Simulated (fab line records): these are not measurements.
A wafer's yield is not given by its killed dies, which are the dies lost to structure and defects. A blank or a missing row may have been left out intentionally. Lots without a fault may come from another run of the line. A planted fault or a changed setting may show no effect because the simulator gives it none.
Chamber matching ; flow n5_finfet ; 3 sister chambers for N5_BEOL_M6_CURE_75 on uv_cure-03
The step cures SiCOH lowk, time 120 s. 22 wafers are shown with their chamber, then 11 later ones without.

== WAFERS PAIRED WITH THEIR CHAMBERS ==
wafer;chamber;wafer_temp_C_max;lamp_power_pct (%)
L076.1;2;372.9;52.28
L076.3;2;372.6;52.29
L076.5;2;371.9;52.33
L080.1;2;371.8;52.32
L080.4;2;372.9;52.28
L080.6;2;371.7;52.34
L081.3;1;371.2;52.28
L081.4;1;370.6;52.33
L081.5;1;371.5;52.31
L085.2;1;370.6;52.32
L085.4;1;370.7;52.20
L085.5;1;370.8;52.35
L087.1;2;371.9;52.29
L087.2;2;371.9;52.29
L087.3;2;372.1;52.33
L088.1;0;372.2;52.25
L088.4;0;371.9;52.32
L088.5;0;371.9;52.32
L090.3;1;370.7;52.30
L090.4;1;371.4;52.26
L090.6;1;370.8;52.39
L091.1;2;372.0;52.24

SIGNATURES (means of the wafers above)
reading;chamber 0;chamber 1;chamber 2;scatter within a chamber
wafer_temp_C_max;372.000;370.922;372.170;0.39
lamp_power_pct;52.2967;52.3044;52.2990;0.0433
Rule: for a wafer and a chamber, the distance is found by dividing, reading by reading, the gap between the wafer's reading and the chamber's mean by the reading's scatter, squaring, summing and taking the root. The wafer belongs to the nearest chamber; if the next one is less than 2 further off, it can't be placed. The scatter is the square root of a quotient: the sum, over the shown wafers, of each reading's squared deviation from its chamber's mean, divided by wafers minus chambers.

== WAFERS WHOSE CHAMBER IS MISSING ==
wafer;wafer_temp_C_max;lamp_power_pct (%)
L091.2;372.7;52.35
L091.6;372.2;52.31
L092.1;370.5;52.37
L092.2;370.7;52.32
L092.3;371.1;52.30
L095.1;371.2;52.21
L095.4;370.9;52.36
L095.5;371.3;52.38
L097.2;371.4;52.40
L097.3;371.5;52.28
L097.6;371.9;52.24

== CHAMBER TAKEN BY EACH ==
wafer;from the rows above;in truth
L091.2;can't be placed: 2 or 0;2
L091.6;can't be placed: 2 or 0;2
L092.1;1;1
L092.2;1;1
L092.3;can't be placed: 1 or 0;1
L095.1;can't be placed: 1 or 0 or 2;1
L095.4;can't be placed: 1 or 0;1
L095.5;can't be placed: 1 or 0 or 2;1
L097.2;can't be placed: 1 or 0 or 2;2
L097.3;can't be placed: 0 or 1 or 2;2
L097.6;can't be placed: 0 or 2 or 1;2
Correctly placed: 2 of 11. Unplaceable from these rows: 9, with the true chamber sitting among the candidates in 9. Placed wrongly: 0.
